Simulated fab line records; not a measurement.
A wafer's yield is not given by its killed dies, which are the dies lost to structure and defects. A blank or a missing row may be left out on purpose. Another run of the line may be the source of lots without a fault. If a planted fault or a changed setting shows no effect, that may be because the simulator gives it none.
Chamber matching || flow n5-finfet || pecvd-03 running N5_BEOL_M8_ILD_DEP_00: 3 sister chambers
The step deposits SiCOH lowk from DEMS/porogen, target thk 179.75 nm, time 33.4 s. 18 wafers are shown with their chamber, then 9 later ones without.

== EACH WAFER AND ITS CHAMBER ==
{"wafer": "L077.3", "chamber": 0, "throttle-valve-pct (%)": 14.6, "showerhead-plenum-p-Torr (Torr)": 5.765, "heater-power-w (W)": 348}
{"wafer": "L077.5", "chamber": 2, "throttle-valve-pct (%)": 12.6, "showerhead-plenum-p-Torr (Torr)": 5.748, "heater-power-w (W)": 411}
{"wafer": "L077.6", "chamber": 1, "throttle-valve-pct (%)": 14.8, "showerhead-plenum-p-Torr (Torr)": 5.709, "heater-power-w (W)": 307}
{"wafer": "L079.4", "chamber": 2, "throttle-valve-pct (%)": 12.4, "showerhead-plenum-p-Torr (Torr)": 5.739, "heater-power-w (W)": 352}
{"wafer": "L079.5", "chamber": 1, "throttle-valve-pct (%)": 14.6, "showerhead-plenum-p-Torr (Torr)": 5.715, "heater-power-w (W)": 315}
{"wafer": "L079.6", "chamber": 0, "throttle-valve-pct (%)": 14.5, "showerhead-plenum-p-Torr (Torr)": 5.738, "heater-power-w (W)": 359}
{"wafer": "L081.2", "chamber": 2, "throttle-valve-pct (%)": 12.5, "showerhead-plenum-p-Torr (Torr)": 5.756, "heater-power-w (W)": 375}
{"wafer": "L081.4", "chamber": 1, "throttle-valve-pct (%)": 14.8, "showerhead-plenum-p-Torr (Torr)": 5.702, "heater-power-w (W)": 303}
{"wafer": "L081.5", "chamber": 2, "throttle-valve-pct (%)": 12.6, "showerhead-plenum-p-Torr (Torr)": 5.766, "heater-power-w (W)": 375}
{"wafer": "L082.1", "chamber": 2, "throttle-valve-pct (%)": 12.3, "showerhead-plenum-p-Torr (Torr)": 5.750, "heater-power-w (W)": 387}
{"wafer": "L082.2", "chamber": 1, "throttle-valve-pct (%)": 14.3, "showerhead-plenum-p-Torr (Torr)": 5.729, "heater-power-w (W)": 283}
{"wafer": "L082.4", "chamber": 1, "throttle-valve-pct (%)": 14.5, "showerhead-plenum-p-Torr (Torr)": 5.716, "heater-power-w (W)": 296}
{"wafer": "L080.1", "chamber": 0, "throttle-valve-pct (%)": 14.5, "showerhead-plenum-p-Torr (Torr)": 5.769, "heater-power-w (W)": 310}
{"wafer": "L080.3", "chamber": 2, "throttle-valve-pct (%)": 12.6, "showerhead-plenum-p-Torr (Torr)": 5.756, "heater-power-w (W)": 389}
{"wafer": "L080.6", "chamber": 0, "throttle-valve-pct (%)": 14.9, "showerhead-plenum-p-Torr (Torr)": 5.761, "heater-power-w (W)": 317}
{"wafer": "L085.2", "chamber": 1, "throttle-valve-pct (%)": 14.6, "showerhead-plenum-p-Torr (Torr)": 5.722, "heater-power-w (W)": 283}
{"wafer": "L085.5", "chamber": 0, "throttle-valve-pct (%)": 14.9, "showerhead-plenum-p-Torr (Torr)": 5.763, "heater-power-w (W)": 291}
{"wafer": "L085.6", "chamber": 2, "throttle-valve-pct (%)": 12.6, "showerhead-plenum-p-Torr (Torr)": 5.760, "heater-power-w (W)": 369}

SIGNATURES (averages over the wafers above)
{"reading": "throttle-valve-pct", "chamber 0": 14.680, "chamber 1": 14.600, "chamber 2": 12.514, "scatter within a chamber": 0.171}
{"reading": "showerhead-plenum-p-Torr", "chamber 0": 5.75920, "chamber 1": 5.71550, "chamber 2": 5.75357, "scatter within a chamber": 0.01}
{"reading": "heater-power-w", "chamber 0": 325.00, "chamber 1": 297.83, "chamber 2": 379.71, "scatter within a chamber": 20}
Rule: distance of a wafer from a chamber = root of the sum over the readings of ((wafer's reading minus chamber's mean) / reading's scatter) squared. The wafer belongs to the nearest chamber; if the next one is less than 2 further off, it can't be placed. The scatter is the square root of a quotient: the sum, over the shown wafers, of each reading's squared deviation from its chamber's mean, divided by wafers minus chambers.

== WAFERS WHOSE CHAMBER IS MISSING ==
{"wafer": "L093.2", "throttle-valve-pct (%)": 14.9, "showerhead-plenum-p-Torr (Torr)": 5.727, "heater-power-w (W)": 258}
{"wafer": "L093.3", "throttle-valve-pct (%)": 12.5, "showerhead-plenum-p-Torr (Torr)": 5.741, "heater-power-w (W)": 360}
{"wafer": "L093.4", "throttle-valve-pct (%)": 12.5, "showerhead-plenum-p-Torr (Torr)": 5.766, "heater-power-w (W)": 372}
{"wafer": "L095.1", "throttle-valve-pct (%)": 14.6, "showerhead-plenum-p-Torr (Torr)": 5.713, "heater-power-w (W)": 255}
{"wafer": "L095.4", "throttle-valve-pct (%)": 14.9, "showerhead-plenum-p-Torr (Torr)": 5.760, "heater-power-w (W)": 354}
{"wafer": "L095.5", "throttle-valve-pct (%)": 14.5, "showerhead-plenum-p-Torr (Torr)": 5.713, "heater-power-w (W)": 266}
{"wafer": "L096.1", "throttle-valve-pct (%)": 14.7, "showerhead-plenum-p-Torr (Torr)": 5.754, "heater-power-w (W)": 344}
{"wafer": "L096.2", "throttle-valve-pct (%)": 14.8, "showerhead-plenum-p-Torr (Torr)": 5.719, "heater-power-w (W)": 255}
{"wafer": "L096.4", "throttle-valve-pct (%)": 15.0, "showerhead-plenum-p-Torr (Torr)": 5.773, "heater-power-w (W)": 354}

== WHICH CHAMBER EACH WENT THROUGH ==
{"wafer": "L093.2", "from the rows above": "can't be placed: 1 or 0", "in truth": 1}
{"wafer": "L093.3", "from the rows above": 2, "in truth": 2}
{"wafer": "L093.4", "from the rows above": 2, "in truth": 2}
{"wafer": "L095.1", "from the rows above": 1, "in truth": 1}
{"wafer": "L095.4", "from the rows above": 0, "in truth": 0}
{"wafer": "L095.5", "from the rows above": 1, "in truth": 1}
{"wafer": "L096.1", "from the rows above": 0, "in truth": 0}
{"wafer": "L096.2", "from the rows above": 1, "in truth": 1}
{"wafer": "L096.4", "from the rows above": 0, "in truth": 0}
Correctly placed: 8 of 9. These rows do not allow placing 1 (true chamber among the candidates in 1). Placed wrongly: 0.
